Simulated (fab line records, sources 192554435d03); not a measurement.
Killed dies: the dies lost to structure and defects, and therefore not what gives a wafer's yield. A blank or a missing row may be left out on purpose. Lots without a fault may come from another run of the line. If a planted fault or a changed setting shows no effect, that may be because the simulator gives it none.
fab line records	flow n5_finfet
[record] lots = 11	wafers = 31	last_day = 17
route steps=1938 shown BEOL_M10@1513
lots that met no fault: taken from a fault-free run of the same line
start_h: start of the lot's first displayed wafer, in hours after the record's first day	wait_h: hours elapsed since this lot's preceding step	" same as the row above	L1.1+2: several wafers, shown together as one row	- value missing, or start not given	* or withheld: withheld	< > ~ a bound
route shown NAME@n: names a module that has steps shown in the file, with the first one's number in the route	usual: mean and standard deviation over wafers with no fault	same: alike in all rows	chamber/n: place in a boat	sites: readings site by site	_std_site: how widely they spread, as a standard deviation	_edge_site: the outer-site mean with the inner-site mean subtracted	radius_mm: how far each site lies from the wafer's centre	mask NAME#n: copy n	behind: the last tool/chamber to shape the wafer	hold: cause of the lot's hold/its duration in hours/its outcome	device: which transistor (n, p or np) failed to switch	end of line: the same wafers' tests at the end of the route	a step given without rows: its recipe and nothing more	killed: dies that structure and defects cost at the first sort, which is not the same as the wafer's yield	map: a wafer's dies, marking killed ones x, the rest . and places with no die _
set.NAME: setting as actually run; set.NAME@STEP: the setting as run at that earlier step	model.NAME: the simulator's own value behind a step, which no gauge read
route steps across a sampled set of lots; one table per step, one row per wafer
services: the hour from which a tool's chamber was out of use, counted from the record's first day as start_h (under 0 if before that day), plus the number of hours and why
[[steps]]
[step N5_BEOL_M10_ETCH_41]
[recipe] chemistry = CH3F/O2	target = SiCN	target_depth_a = 426	taper_deg = 2	time_s = 86	ion_energy_ev = 120	mask_material = TiN	pressure_mtorr = 30	source_w = 395	bias_w = 75	Ar_flow_sccm = 150	CH3F_flow_sccm = 30	O2_flow_sccm = 20
[usual] drypump_motor_current_A = 5.8/0.31	oes_product_au = 0.79/0.077	rf_vpp_V = 297.5/1.5	showerhead_plenum_p_Torr = 2.01/0.055	throttle_valve_pct = 16.26/0.22
lot.wafer	tool	chamber	start_h	wait_h	drypump_motor_current_A	oes_product_au	rf_hours_counter_h	rf_vpp_V	showerhead_plenum_p_Torr	throttle_valve_pct
L720.2	rie_diel-04	2	-	-	5.5	0.70	206	298.2	2.06	16.17
L720.3	"	3	"	"	6.1	0.79	91	295.1	1.95	16.27
L720.4	"	0	"	"	6.2	0.87	-	297.8	2.02	15.97
L722.3	rie_diel-06	2	-	-	5.7	0.82	102	296.5	2.03	16.53
L722.4	"	0	"	"	5.6	0.80	-	296.0	1.94	15.88
L722.6	"	3	"	"	6.0	0.80	-	298.5	2.01	16.19
L724.1	rie_diel-04	1	-	-	5.4	0.67	233	298.3	1.98	16.34
L724.5	"	0	"	"	6.2	0.85	-	297.3	2.02	15.97
L724.6	"	1	"	"	5.4	0.68	-	297.1	1.98	16.33
L723.3	rie_diel-04	2	-	-	5.5	0.70	219	298.0	2.06	16.18
L723.4	"	2	"	"	5.5	0.70	-	298.2	2.06	16.18
L723.6	"	3	"	"	6.2	0.76	-	297.1	1.95	16.28
L726.4	rie_diel-01	3	-	-	5.6	0.79	98	298.6	2.00	16.37
L726.5	"	1	"	"	5.6	0.71	-	298.0	2.04	16.64
L726.6	"	0	"	"	5.1	0.82	-	297.0	2.02	16.17
L729.1	rie_diel-06	2	-	-	5.6	0.80	119	296.8	2.02	16.58
L729.3	"	3	"	"	6.0	0.77	133	296.9	2.01	16.21
L729.5	"	3	"	"	6.1	0.77	-	297.8	2.01	16.21
L728.1	rie_diel-04	3	-	-	6.1	0.75	114	294.0	1.95	16.30
L728.3	"	1	"	"	5.4	0.67	244	297.6	1.98	16.36
L728.5	"	1	"	"	5.4	0.67	-	297.2	1.98	16.34
L733.1	rie_diel-04	3	-	-	6.1	0.74	126	294.6	1.94	16.32
L733.4	"	0	"	"	6.2	0.82	-	297.5	2.01	16.03
L733.5	"	3	"	"	6.2	0.74	-	295.7	1.94	16.35
L735.2	rie_diel-04	2	-	-	5.4	0.68	242	297.4	2.05	16.23
L735.4	"	0	"	"	6.2	0.81	88	298.7	2.01	16.05
L739.4	rie_diel-06	1	-	-	5.9	0.90	38	299.0	2.05	16.28
L739.5	"	0	"	"	5.6	0.76	-	296.0	1.93	15.96
L742.1	rie_diel-01	1	-	-	5.6	0.95	7	298.1	2.03	16.19
L742.2	"	2	"	"	5.8	0.84	55	301.5	2.15	16.64
L742.3	"	3	"	"	5.5	0.77	135	296.1	1.98	16.45
[step N5_BEOL_M10_SPUTTER_48]
[recipe] material = Cu	target_thk_a = 120	temp_c = -20	bias_v = 60	power_w = 26000	chamber_pressure_pa = 0.13	time_s = 2
[usual] susceptor_temp_C = -20.00/0.1	throttle_valve_pct = 29.9/1.4
lot.wafer	tool	chamber	start_h	wait_h	susceptor_temp_C	throttle_valve_pct
L720.2	pvd_sputter-01	-	215.15	0.1	-19.99	31.1
L720.3	"	-	"	"	-20.08	29.5
L720.4	"	-	"	"	-19.98	29.1
L722.3	pvd_sputter-01	-	220.69	0.3	-20.09	31.0
L722.4	"	-	"	"	-19.84	28.8
L722.6	"	-	"	"	-20.01	29.3
L724.1	pvd_sputter-01	-	246.48	0.1	-19.96	29.4
L724.5	"	-	"	"	-19.87	29.3
L724.6	"	-	"	"	-19.86	29.0
L723.3	pvd_sputter-02	-	252.65	0.8	-20.06	30.3
L723.4	"	-	"	"	-20.15	32.5
L723.6	"	-	"	"	-19.98	27.9
L726.4	pvd_sputter-02	-	267.19	0.1	-19.95	27.8
L726.5	"	-	"	"	-20.07	27.8
L726.6	"	-	"	"	-19.94	32.0
L729.1	pvd_sputter-01	-	269.97	0.1	-20.01	29.5
L729.3	"	-	"	"	-20.12	30.2
L729.5	"	-	"	"	-20.10	30.6
L728.1	pvd_sputter-03	-	276.71	0.1	-20.00	30.0
L728.3	"	-	"	"	-20.20	30.4
L728.5	"	-	"	"	-20.08	29.9
L733.1	pvd_sputter-01	-	309.95	0.2	-19.98	29.2
L733.4	"	-	"	"	-20.04	31.1
L733.5	"	-	"	"	-20.11	30.7
L735.2	pvd_sputter-03	-	320.53	0.2	-20.09	30.0
L735.4	"	-	"	"	-20.08	28.5
L739.4	pvd_sputter-02	-	343.70	0.1	-20.19	32.1
L739.5	"	-	"	"	-19.94	30.6
L742.1	pvd_sputter-02	-	360.71	0.2	-19.97	32.5
L742.2	"	-	"	"	-19.99	27.8
L742.3	"	-	"	"	-20.05	30.7
[step N5_BEOL_M10_ECD_50]
[recipe] material = Cu	target_thk_a = 3180
lot.wafer	tool	chamber	start_h	wait_h
L720.2+3+4	ecd_cu-01	1,0,1	215.27	0.1
L722.3+4+6	ecd_cu-01	0,1,0	220.83	0.1
L724.1+5+6	ecd_cu-01	1,1,0	246.60	0.1
L723.3+4+6	ecd_cu-01	0,1,0	252.80	0.1
L726.4+5+6	ecd_cu-02	0,0,1	267.34	0.1
L729.1+3+5	ecd_cu-02	0,0,1	270.09	0.1
L728.1+3+5	ecd_cu-01	0	276.83	0.1
L733.1+4+5	ecd_cu-02	0,1,0	310.07	0.1
L735.2+4	ecd_cu-02	0	320.79	0.2
L739.4+5	ecd_cu-02	1	343.86	0.1
L742.1+2+3	ecd_cu-01	0,1,1	360.83	0.1
[step N5_BEOL_M10_CMP_52]
[recipe] stop_on = SiCOH_lowk	t_overpolish_s = 7	down_force_psi = 1	platen_rpm = 50	clearing_platen_down_force_psi = 1.5	clearing_platen_rpm = 50	post_cmp_clean = cu_alkaline	target_thk_nm = 140	clearing_platen_pad_velocity_m_s = 0.99484	pad_velocity_m_s = 0.99484
[usual] clearing_platen_rpm = 50.001/0.024	motor_current_A = 6.2/0.46	pad_life_wafers = 919/480	slurry_flow_ml_min = 150.0/0.44	time_to_endpoint_s = 69/4.6
lot.wafer	tool	chamber	start_h	wait_h	clearing_platen_rpm	motor_current_A	pad_life_wafers	slurry_flow_ml_min	time_to_endpoint_s
L720.3	cmp-02	2	215.93	0.2	50.000	6.7	390	149.6	73
L720.4	"	3	"	"	49.990	6.2	391	150.3	69
L720.2	"	1	"	"	49.987	6.1	393	151.0	80
L722.3	cmp-03	1	221.23	0.2	49.983	5.3	1926	149.6	62
L722.4	"	2	"	"	50.052	6.0	1927	149.5	66
L722.6	"	2	"	"	50.020	5.6	-	150.0	70
L724.1	cmp-02	0	247.12	0.4	49.998	6.6	675	149.7	64
L724.5	"	1	"	"	49.976	5.8	-	149.9	77
L724.6	"	2	"	"	49.985	6.9	-	150.4	72
L723.4	cmp-02	3	253.39	0.2	50.029	5.9	745	150.3	70
L723.3	"	0	"	"	49.979	7.2	746	149.3	63
L723.6	"	2	"	"	50.009	6.7	-	150.6	73
L726.4	cmp-01	1	267.79	0.2	49.998	6.3	626	150.2	66
L726.6	"	3	"	"	50.030	6.1	-	149.6	62
L726.5	"	0	"	"	49.998	5.5	-	149.2	61
L729.3	cmp-02	3	270.58	0.2	49.999	6.3	858	150.9	71
L729.1	"	0	"	"	50.003	7.1	859	149.4	61
L729.5	"	0	"	"	49.991	7.0	-	149.3	64
L728.3	cmp-03	1	277.31	0.2	50.003	5.7	254	149.5	68
L728.1	"	2	"	"	50.014	6.0	255	150.3	69
L728.5	"	3	"	"	50.033	6.9	-	149.7	72
L733.1	cmp-01	1	310.59	0.3	49.974	5.8	960	150.1	67
L733.4	"	2	"	"	49.988	6.4	961	150.6	63
L733.5	"	2	"	"	49.983	5.8	-	150.1	112
L735.2	cmp-02	0	321.56	0.2	50.033	6.9	1224	149.4	109
L735.4	"	1	"	"	49.978	6.2	1225	149.9	75
L739.4	cmp-02	1	344.33	0.2	49.985	5.9	1382	150.7	81
L739.5	"	3	"	"	50.026	6.1	-	149.6	123
L742.1	cmp-01	3	361.27	0.3	50.001	5.7	1375	150.0	62
L742.2	"	0	"	"	50.006	5.5	1376	149.5	62
L742.3	"	1	"	"	50.043	6.0	1377	149.9	66
[step N5_BEOL_M10_INSPECT_58]
[recipe] inspect_instrument = darkfield	mode = post_dep
[usual] raw_defect_count = 74/24
lot.wafer	tool	chamber	start_h	wait_h	raw_defect_count
L720.2	defect_inspect-01	-	216.42	0.0	47
L720.3	"	-	"	"	40
L720.4	"	-	"	"	30
L722.3	defect_inspect-02	-	221.72	0.0	71
L722.4	"	-	"	"	65
L722.6	"	-	"	"	90
L724.1	defect_inspect-01	-	247.46	0.0	67
L724.5	"	-	"	"	86
L724.6	"	-	"	"	125
L723.3	defect_inspect-01	-	253.80	0.0	32
L723.4	"	-	"	"	35
L723.6	"	-	"	"	75
L726.4	defect_inspect-01	-	268.17	0.0	85
L726.5	"	-	"	"	96
L726.6	"	-	"	"	52
L729.1	defect_inspect-01	-	271.04	0.0	42
L729.3	"	-	"	"	48
L729.5	"	-	"	"	63
L728.1	defect_inspect-01	-	277.69	0.0	86
L728.3	"	-	"	"	92
L728.5	"	-	"	"	107
L733.1	defect_inspect-01	-	311.05	0.0	58
L733.4	"	-	"	"	46
L733.5	"	-	"	"	91
L735.2	defect_inspect-02	-	322.01	0.0	72
L735.4	"	-	"	"	103
L739.4	defect_inspect-01	-	344.71	0.0	104
L739.5	"	-	"	"	65
L742.1	defect_inspect-01	-	361.69	0.0	77
L742.2	"	-	"	"	65
L742.3	"	-	"	"	70
[[services]]
tool	chamber	start_h	hours	kind
cmp-01	-	196.02	4.0	pm
rie_diel-04	1	204.77	9.1	repair
cmp-03	-	238.49	1.3	repair
cmp-02	-	239.66	0.5	repair
rie_diel-06	3	242.09	1.5	repair
rie_diel-06	0	242.48	1.3	repair
cmp-03	-	245.04	4.0	pm
cmp-02	-	267.38	1.9	repair
rie_diel-04	0	276.72	15.8	repair
cmp-02	-	287.51	1.1	repair
cmp-02	-	289.55	2.3	repair
rie_diel-04	3	290.02	5.1	repair
rie_diel-04	2	293.54	9.1	repair
rie_diel-04	1	302.68	-	clean
rie_diel-04	1	302.68	-	consumable_replace:focus_ring
rie_diel-04	1	302.68	12.8	scheduled_down
rie_diel-04	1	302.68	12.8	vent_cycle
rie_diel-04	3	327.77	1.6	repair
rie_diel-04	2	340.26	-	clean
rie_diel-04	2	340.26	-	consumable_replace:focus_ring
rie_diel-04	2	340.26	17.9	scheduled_down
rie_diel-04	2	340.26	17.9	vent_cycle
pvd_sputter-01	-	346.24	2.4	repair
ecd_cu-02	-	360.88	3.3	pm
[[key]]
[first_sign] step = N5_BEOL_M10_CMP_52	reading = time_to_endpoint_s	direction = up	sigmas = 10	usual = *	struck = *
effect none on later readings
met_at N5_BEOL_M10_ECD_50
struck_lots L733,L735,L739
struck_wafers L733.5,L735.2,L739.5
not_acting_at N5_BEOL_M10_ETCH_41,N5_BEOL_M10_SPUTTER_48,N5_BEOL_M10_INSPECT_58
onset_between 270.09 310.07
[fault] kind = process_parameter_drift	tool = ecd_cu-02	chamber = -	onset_h = 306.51	steps = N5_BEOL_M10_ECD_50	channel = target_thk_a	offset = *	shape = step	end_h = 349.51	scope = struck_wafers_only	acts_in = *	stated = *
